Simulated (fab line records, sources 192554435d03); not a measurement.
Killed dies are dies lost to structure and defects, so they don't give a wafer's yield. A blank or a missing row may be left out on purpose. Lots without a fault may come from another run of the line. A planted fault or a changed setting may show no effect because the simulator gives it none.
Split-lot experiment | flow n5_finfet | 7 lots, 39 wafers read, on a route of 1938 steps

THE SPLIT
At N5_ZERO_LAYER_DEVELOP_10 (develop time 60 s), the setting develop_time_s was moved away from the recipe's 60 s on 15 of the 39 wafers read, by -39.5% to +54.7%. The other wafers ran this setting at the recipe's value.

FROM THE SPLIT TO THE READING: what the file shows between them, 1 step
- N5_ZERO_LAYER_HARDBAKE_23: time 120 s

THE READING
cd_nm, in nm, at N5_ZERO_LAYER_CD_MEAS_11 (target cd 2000 nm). Fault-free wafers of this fab line usually give 2000.9 nm, standard deviation 1.6 nm.

wafer  | tool, chamber at the split | develop_time_s as run, s | against the recipe | cd_nm, nm | against lot-mates on the recipe
L074.1 | litho_track-01, 0          | 90.41                    | +50.7%             | 2009.3    | +7.7
L074.2 | litho_track-01, 0          | 90.41                    | +50.7%             | 2008.1    | +6.5
L074.3 | litho_track-01, 0          | 90.41                    | +50.7%             | 2008.8    | +7.2
L074.4 | litho_track-01, 0          | 60                       | recipe             | 2003.1    | -
L074.5 | litho_track-01, 0          | 60                       | recipe             | 2001.4    | -
L074.6 | litho_track-01, 0          | 60                       | recipe             | 2000.3    | -
L075.1 | litho_track-04, 0          | 92.82                    | +54.7%             | 2008.9    | +7.3
L075.2 | litho_track-04, 0          | 92.82                    | +54.7%             | 2012.4    | +10.8
L075.3 | litho_track-04, 0          | 60                       | recipe             | 2001.9    | -
L075.4 | litho_track-04, 0          | 60                       | recipe             | 2001.1    | -
L075.5 | litho_track-04, 0          | 92.82                    | +54.7%             | 2009.7    | +8.1
L075.6 | litho_track-04, 0          | 60                       | recipe             | 2001.9    | -
L080.1 | litho_track-04, 0          | 78.19                    | +30.3%             | 2007.4    | +4.8
L080.2 | litho_track-04, 0          | 78.19                    | +30.3%             | 2009.8    | +7.2
L080.3 | litho_track-04, 0          | 60                       | recipe             | 2003.4    | -
L080.4 | litho_track-04, 0          | 78.19                    | +30.3%             | 2006.8    | +4.2
L080.5 | litho_track-04, 0          | 60                       | recipe             | 2000.7    | -
L080.6 | litho_track-04, 0          | 60                       | recipe             | 2003.6    | -
L082.1 | litho_track-05, 0          | 60                       | recipe             | 2002.6    | -
L082.2 | litho_track-05, 0          | 40.2                     | -33.0%             | 1992.9    | -8.6
L082.3 | litho_track-05, 0          | 40.2                     | -33.0%             | 1993.6    | -7.9
L082.4 | litho_track-05, 0          | 40.2                     | -33.0%             | 1995.6    | -5.9
L082.5 | litho_track-05, 0          | 60                       | recipe             | 2000.6    | -
L082.6 | litho_track-05, 0          | 60                       | recipe             | 2001.3    | -
L086.2 | litho_track-04, 0          | 60                       | recipe             | 2000.9    | -
L086.3 | litho_track-04, 0          | 60                       | recipe             | 1999.0    | -
L086.4 | litho_track-04, 0          | 60                       | recipe             | 1998.7    | -
L089.1 | litho_track-05, 0          | 36.33                    | -39.5%             | 1989.1    | -12.1
L089.2 | litho_track-05, 0          | 36.33                    | -39.5%             | 1988.9    | -12.3
L089.3 | litho_track-05, 0          | 60                       | recipe             | 2001.8    | -
L089.4 | litho_track-05, 0          | 36.33                    | -39.5%             | 1988.8    | -12.4
L089.5 | litho_track-05, 0          | 60                       | recipe             | 2000.8    | -
L089.6 | litho_track-05, 0          | 60                       | recipe             | 2001.0    | -
L090.1 | litho_track-04, 0          | 60                       | recipe             | 2001.4    | -
L090.2 | litho_track-04, 0          | 60                       | recipe             | 1998.6    | -
L090.3 | litho_track-04, 0          | 60                       | recipe             | 1998.8    | -
L090.4 | litho_track-04, 0          | 60                       | recipe             | 1999.1    | -
L090.5 | litho_track-04, 0          | 60                       | recipe             | 1999.2    | -
L090.6 | litho_track-04, 0          | 60                       | recipe             | 1999.1    | -

THE FIT
A straight line over all 39 wafers: cd_nm changes by +0.204 nm for each +1% of develop_time_s; r = +0.95; the points scatter about the line by 1.9 nm.
The same after taking each lot's own level away (the mean of its wafers on the recipe; 39 wafers): +0.196 nm for each +1%; r = +0.95; scatter 1.7 nm.
On that fit, the largest move of develop_time_s shifts the reading by 11 nm.
The lots' own levels span 1999.37 to 2002.57 nm, that is 2.0 times the standard deviation above.
So the lot-to-lot level changes the slope little: the two slopes agree.
Check: with one of the wafers moved furthest among these (+54.7%) left out of the fit, the line predicts +10.2 nm for it against its lot-mates. It came out at +7.27 nm against them.

THE WHOLE CHAIN: every reading that the file lists as answering this split, in the file's order
step                     | what it does             | reading                                                           | change (the file's fit)               | r (the file's)
N5_ZERO_LAYER_CD_MEAS_11 | target cd 2000 nm        | cd_nm                                                             | +0.19 nm for each +1% of the setting  | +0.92
N5_ZERO_LAYER_DESCUM_16  | chemistry O2, time 7.9 s | ZERO_LAYER.cd_nm (the simulator's own value, which no gauge read) | +0.187 nm for each +1% of the setting | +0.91

THE FILE'S OWN FIT
cd_nm changes by +0.19 nm for each +1% of develop_time_s, r = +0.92.
